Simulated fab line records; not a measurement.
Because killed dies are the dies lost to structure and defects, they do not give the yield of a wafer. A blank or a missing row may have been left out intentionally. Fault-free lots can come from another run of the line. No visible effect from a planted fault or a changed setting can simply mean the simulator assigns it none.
Split-lot experiment + flow n5-finfet + route with 1938 steps; 7 lots, 21 wafers read

THE SPLIT
At N5_DUMMY_GATE_PECVD_30 (deposits SiO2 from TEOS/O2, target thk 55 nm, time 10.8 s), the setting time-s was moved away from the recipe's 10.8 s on 5 of the 21 wafers read, by -13.7% to +6.5%. The other wafers ran this setting at the recipe's value.

The split's own step is where the reading is taken.

THE READING
SiO2_of_DUMMY_GATE_PECVD_30.thk-nm (the simulator's own value, which no gauge read), in nm, at N5_DUMMY_GATE_PECVD_30 (deposits SiO2 from TEOS/O2, target thk 55 nm, time 10.8 s). The file gives no usual value for it. Average 55.0 nm, standard deviation 0.61 nm, over the 16 wafers here run with the recipe.

| wafer  | tool, chamber at the split | time-s as run, s | against the recipe | SiO2_of_DUMMY_GATE_PECVD_30.thk-nm, nm | against lot-mates on the recipe |
|--------|----------------------------|------------------|--------------------|----------------------------------------|---------------------------------|
| L074.4 | pecvd-01, 2                | 10.8             | recipe             | 55.4                                   | -                               |
| L074.5 | pecvd-01, 1                | 10.8             | recipe             | 54.6                                   | -                               |
| L074.6 | pecvd-01, 0                | 10.8             | recipe             | 55                                     | -                               |
| L076.2 | pecvd-04, 0                | 10.8             | recipe             | 55                                     | -                               |
| L076.3 | pecvd-04, 1                | 10.8             | recipe             | 55.2                                   | -                               |
| L076.6 | pecvd-04, 1                | 10.8             | recipe             | 55.8                                   | -                               |
| L080.3 | pecvd-01, 1                | 10.8             | recipe             | 53.8                                   | -                               |
| L080.4 | pecvd-01, 2                | 10.8             | recipe             | 55.4                                   | -                               |
| L080.6 | pecvd-01, 0                | 10.8             | recipe             | 55.2                                   | -                               |
| L086.1 | pecvd-04, 0                | 10.8             | recipe             | 54.8                                   | -                               |
| L086.3 | pecvd-04, 1                | 9.406            | -12.9%             | 48                                     | -7.3                            |
| L086.6 | pecvd-04, 0                | 10.8             | recipe             | 55.8                                   | -                               |
| L087.2 | pecvd-03, 1                | 10.8             | recipe             | 54.2                                   | -                               |
| L087.5 | pecvd-03, 0                | 10.8             | recipe             | 55                                     | -                               |
| L087.6 | pecvd-03, 1                | 11.5             | +6.5%              | 57.8                                   | +3.2                            |
| L089.4 | pecvd-03, 2                | 9.707            | -10.1%             | 50.8                                   | -4.8                            |
| L089.5 | pecvd-03, 0                | 10.8             | recipe             | 55.6                                   | -                               |
| L089.6 | pecvd-03, 1                | 9.707            | -10.1%             | 50                                     | -5.6                            |
| L096.1 | pecvd-01, 2                | 9.323            | -13.7%             | 47.6                                   | -7.0                            |
| L096.2 | pecvd-01, 1                | 10.8             | recipe             | 53.8                                   | -                               |
| L096.5 | pecvd-01, 0                | 10.8             | recipe             | 55.4                                   | -                               |

THE FIT
A straight line over all 21 wafers: SiO2_of_DUMMY_GATE_PECVD_30.thk-nm changes by +0.503 nm for each +1% of time-s; r = +0.97; the points scatter about the line by 0.63 nm.
The same after taking each lot's own level away (the mean of its wafers on the recipe; 21 wafers): +0.525 nm for each +1%; r = +0.98; scatter 0.51 nm.
According to that fit, moving time-s by its largest amount changes the reading by 7.2 nm.
Across the lots, their own levels run from 54.60 to 55.60 nm, a range of 1.6 times the standard deviation given above.
Hence the lot-to-lot level has little effect on the slope; both slopes agree.
Check: with one of the wafers moved furthest among these (-13.7%) left out of the fit, the line predicts -7.29 nm for it against its lot-mates. Against them it came out at -7 nm.

OTHER SPLITS ON THESE WAFERS
Before the reading, these wafers also passed through other splits. Each is held against what the fit with the lots' levels taken away leaves over:
| other split on the same wafers        | wafers away from the commonest value | r with SiO2_of_DUMMY_GATE_PECVD_30.thk-nm (lot level and that fit taken away) |
|---------------------------------------|--------------------------------------|-------------------------------------------------------------------------------|
| N5_WELL_APT_EXPOSE_05 dose-mj         | 3                                    | -0.48                                                                         |
| N5_WELL_APT_DEVELOP_07 develop-time-s | 7                                    | +0.29                                                                         |
| N5_FIN_SAQP_PECVD_06 time-s           | 4                                    | -0.17                                                                         |
| N5_FIN_SAQP_PEB_14 peb-time-s         | 9                                    | -0.07                                                                         |
| N5_FIN_SAQP_SPACER1_ALD_24 ald-cycles | 5                                    | -0.02                                                                         |
| N5_FIN_SAQP_COAT_68 spin-rpm          | 9                                    | +0.00                                                                         |

FILE'S OWN FIT
SiO2_of_DUMMY_GATE_PECVD_30.thk-nm changes by +0.529 nm for each +1% of time-s, r = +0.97.
